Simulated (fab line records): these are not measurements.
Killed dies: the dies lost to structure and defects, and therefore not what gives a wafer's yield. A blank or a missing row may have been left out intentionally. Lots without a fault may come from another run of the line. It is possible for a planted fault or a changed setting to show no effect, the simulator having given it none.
Split-lot study ; flow n5_finfet ; 7 lots, 21 wafers read, on a route of 1938 steps

## ON THE SPLIT
At N5_BEOL_M9_ETCH_62 (etches SOC in N2/H2, target depth 110 nm, overetch 22 nm, time 165 s), the setting source_w was moved away from the recipe's 840 W on 9 of the 21 wafers read, by -11.3% to +17.9%. The other wafers ran this setting at the recipe's value.

The split's own step is where the reading is taken.

## THE READING
rf_vpp_V, in V, at N5_BEOL_M9_ETCH_62 (etches SOC in N2/H2, target depth 110 nm, overetch 22 nm, time 165 s). Typical for fault-free wafers on this fab line: 523.9 V, with standard deviation 2.7 V.

wafer;tool, chamber at the split;source_w as run, W;against the recipe;rf_vpp_V, V;against lot-mates on the recipe
L074.2;rie_diel-02, 3;840;recipe;529.9;-
L074.3;rie_diel-02, 1;840;recipe;523.0;-
L074.6;rie_diel-02, 3;840;recipe;528.0;-
L079.2;rie_diel-02, 3;990.7;+17.9%;498.4;-23.4
L079.4;rie_diel-02, 1;840;recipe;521.0;-
L079.6;rie_diel-02, 2;840;recipe;522.5;-
L089.1;rie_diel-02, 0;936.7;+11.5%;502.4;-21.7
L089.2;rie_diel-02, 3;936.7;+11.5%;509.3;-14.8
L089.6;rie_diel-02, 1;840;recipe;524.1;-
L084.2;rie_diel-06, 0;840;recipe;525.7;-
L084.3;rie_diel-06, 1;885.1;+5.4%;513.3;-12.4
L084.6;rie_diel-06, 1;885.1;+5.4%;511.8;-13.9
L092.1;rie_diel-04, 2;908.1;+8.1%;507.4;-19.8
L092.3;rie_diel-04, 3;840;recipe;527.2;-
L092.6;rie_diel-04, 3;908.1;+8.1%;512.0;-15.2
L091.1;rie_diel-04, 0;840;recipe;522.4;-
L091.2;rie_diel-04, 2;840;recipe;519.7;-
L091.5;rie_diel-04, 0;840;recipe;520.9;-
L096.2;rie_diel-04, 1;840;recipe;524.0;-
L096.4;rie_diel-04, 3;744.8;-11.3%;547.3;+23.3
L096.5;rie_diel-04, 1;744.8;-11.3%;543.4;+19.4

THE FIT
A straight line over all 21 wafers: rf_vpp_V changes by -1.67 V for each +1% of source_w; r = -0.96; the points scatter about the line by 3.2 V.
The same after taking each lot's own level away (the mean of its wafers on the recipe; 21 wafers): -1.69 V for each +1%; r = -0.97; scatter 3.2 V.
On that fit, the largest move of source_w shifts the reading by 30 V.
Measured against the standard deviation above, the lots' own levels, which go from 521.00 to 527.20 V, span 2.3 times it.
Consequently the slope shifts little with the lot-to-lot level, the two slopes agreeing.
Check: with one of the wafers moved furthest among these (+17.9%) left out of the fit, the line predicts -33.6 V for it against its lot-mates. Against them it came out at -23.4 V.
Tool readings at the split's step, against how far the setting was moved: rf_vpp_V r = -0.96.

## THE OTHER SPLITS THESE WAFERS WENT THROUGH
Before the reading, these wafers also passed through other splits. Each is held against what the fit with the lots' levels taken away leaves over:
other split on the same wafers;wafers away from the commonest value;r with rf_vpp_V (lot level and that fit taken away)
N5_BEOL_M6_ILD_DEP_00 time_s;9;-0.01
N5_BEOL_M6_COAT_59 spin_rpm;7;-0.20
N5_BEOL_M7_ETCH_62 source_w;6;-0.28
N5_BEOL_M7_COAT_71 spin_rpm;6;-0.22
N5_BEOL_M8_ETCH_61 bias_w;10;+0.00
N5_BEOL_M8_EXPOSE_25 dose_mj;6;-0.28
N5_BEOL_M8_ETCH_72 h2_flow_sccm;5;-0.34

## THE FILE'S OWN FIT
rf_vpp_V changes by -1.6 V for each +1% of source_w, r = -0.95.
